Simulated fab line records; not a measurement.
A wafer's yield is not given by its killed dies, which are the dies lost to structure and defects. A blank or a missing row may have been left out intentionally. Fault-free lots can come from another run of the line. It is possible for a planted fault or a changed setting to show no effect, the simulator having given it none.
Which tool was responsible? | flow nand harc | Sampling: 14 lots, 42 wafers, 3 of 1302 route steps

WHAT THE GAUGES READ, wafer by wafer
NHARC_A_CHANNEL_HOLE_D1_INSPECT_40. Usual: raw defect count reads 75 (standard deviation 27).
lot  | measured     | on                | raw defect count | flag
L867 | day 8 20:50  | defect inspect-01 | 127 98 115       |
L869 | day 9 17:35  | defect inspect-02 | 27 58 51         |
L870 | day 9 18:12  | defect inspect-02 | 119 106 134      |
L875 | day 12 10:56 | defect inspect-02 | 138 106 129      |
L874 | day 12 11:25 | defect inspect-02 | 39 34 39         |
L876 | day 12 14:16 | defect inspect-01 | 106 109 106      |
L877 | day 12 20:33 | defect inspect-01 | 70 102 105       |
L879 | day 13 10:59 | defect inspect-01 | 84 92 40         |
L878 | day 13 15:39 | defect inspect-01 | 64 49 77         |
L881 | day 14 18:51 | defect inspect-02 | 34 37 30         |
L884 | day 16 00:56 | defect inspect-02 | 47 71 90         |
L886 | day 16 14:59 | defect inspect-02 | 93 103 103       |
L889 | day 18 02:32 | defect inspect-01 | 77 49 56         |
L890 | day 18 13:52 | defect inspect-02 | 58 73 61         |

NHARC_END_SORT_01. Usual: killed at array 53, standard deviation 18; killed at other 0.8, standard deviation 1.1; killed at periphery 4.1, standard deviation 2.7; killed dies 58, standard deviation 18; killed open 3.1, standard deviation 1.7; killed short 2.7, standard deviation 1.7.
lot  | measured     | on        | killed at array | killed at other | killed at periphery | killed dies | killed open | killed short | flag
L878 | day 29 07:34 | prober-01 | 44              | 1               | 3                   | 48          | 2           | 1            |
L884 | day 31 13:26 | prober-02 | 670 676 672     | 5 0 5           | 2 1 0               | 677 677 677 | 4 2 1       | 3 7 3        | OFF
L886 | day 32 08:52 | prober-01 | 671 676 673     | 1 0 0           | 5 1 4               | 677 677 677 | 1 4 3       | 0 2 1        | OFF

EACH LOT AND THE TOOL THAT RAN IT (in order: tool; ch and the chambers of the sampled wafers; start)
lot  | NHARC_A_ONON_D2_DEP_00
L867 | pecvd onon-03 ch 0, day 12 13:26
L869 | pecvd onon-01 ch 0, day 13 05:41
L870 | pecvd onon-02 ch 0, day 13 05:43
L875 | pecvd onon-02 ch 0, day 15 22:54
L874 | pecvd onon-01 ch 0, day 15 22:40
L876 | pecvd onon-03 ch 0, day 15 22:44
L877 | pecvd onon-03 ch 0, day 16 04:28
L879 | pecvd onon-03 ch 0, day 16 21:02
L878 | pecvd onon-01 ch 0, day 17 11:03
L881 | pecvd onon-02 ch 0, day 18 07:14
L884 | pecvd onon-01, day 19 11:20
L886 | pecvd onon-03, day 19 21:59
L889 | pecvd onon-02 ch 0, day 22 07:29
L890 | pecvd onon-03 ch 0, day 22 05:50
- NHARC_A_ONON_D2_DEP_00: target thk 1000 nm.

AS READ BY THE TOOLS THEMSELVES (means over the sampled wafers that have a number; for cases with no such wafer, the mark the record gives instead)
NHARC_A_ONON_D2_DEP_00. Usual: n2 flow sccm 2749 sccm, standard deviation 7.9; n2o flow sccm 2002 sccm, standard deviation 6.2.
lot  | tool          | n2 flow sccm (sccm) | n2o flow sccm (sccm) | flag
L867 | pecvd onon-03 | 2750                | 2003                 |
L869 | pecvd onon-01 | 2744                | 2009                 |
L870 | pecvd onon-02 | 2744                | 2000                 |
L875 | pecvd onon-02 | 2744                | 2005                 |
L874 | pecvd onon-01 | 2748                | 1994                 |
L876 | pecvd onon-03 | 2756                | 2001                 |
L877 | pecvd onon-03 | 2759                | 2007                 |
L879 | pecvd onon-03 | 2746                | 2007                 |
L878 | pecvd onon-01 | 2755                | 1997                 |
L881 | pecvd onon-02 | 2742                | 2003                 |
L884 | pecvd onon-01 | -                   | -                    | OFF
L886 | pecvd onon-03 | -                   | -                    | OFF
L889 | pecvd onon-02 | 2760                | 2006                 |
L890 | pecvd onon-03 | 2753                | 2002                 |

THE ANSWER, worked out from the rows above alone
Rule: take the mean of a lot's wafers that have a number; if it is more than 3 standard deviations from the usual mean, the lot is off. Also off: a lot with no number at a reading for which 4 or more lots have one. The other lots that the step has rows for count as sound. The gauges are gone through in route order, then the tools' own readings, and for those a lot's mean is taken as printed above. At the first step where some lot is off, the reading lying furthest off is the one used; lots without a number count as furthest.
Off: L884, L886 (NHARC_END_SORT_01, killed at array). Neither off nor sound, because the step has no rows for them: L867, L869, L870, L875, L874, L876, L877, L879, L881, L889, L890.
A tool fits if, at a process step before that reading, it ran every lot that is off, and no sound lot after the first of them. Not tried: the gauges at NHARC_END_SORT_01; whatever is off there is also off at NHARC_A_ONON_D2_DEP_00, on other tools, and gauge error can't account for it. No candidate that was tried fits.

WHAT THE SIMULATOR HAD INSERTED
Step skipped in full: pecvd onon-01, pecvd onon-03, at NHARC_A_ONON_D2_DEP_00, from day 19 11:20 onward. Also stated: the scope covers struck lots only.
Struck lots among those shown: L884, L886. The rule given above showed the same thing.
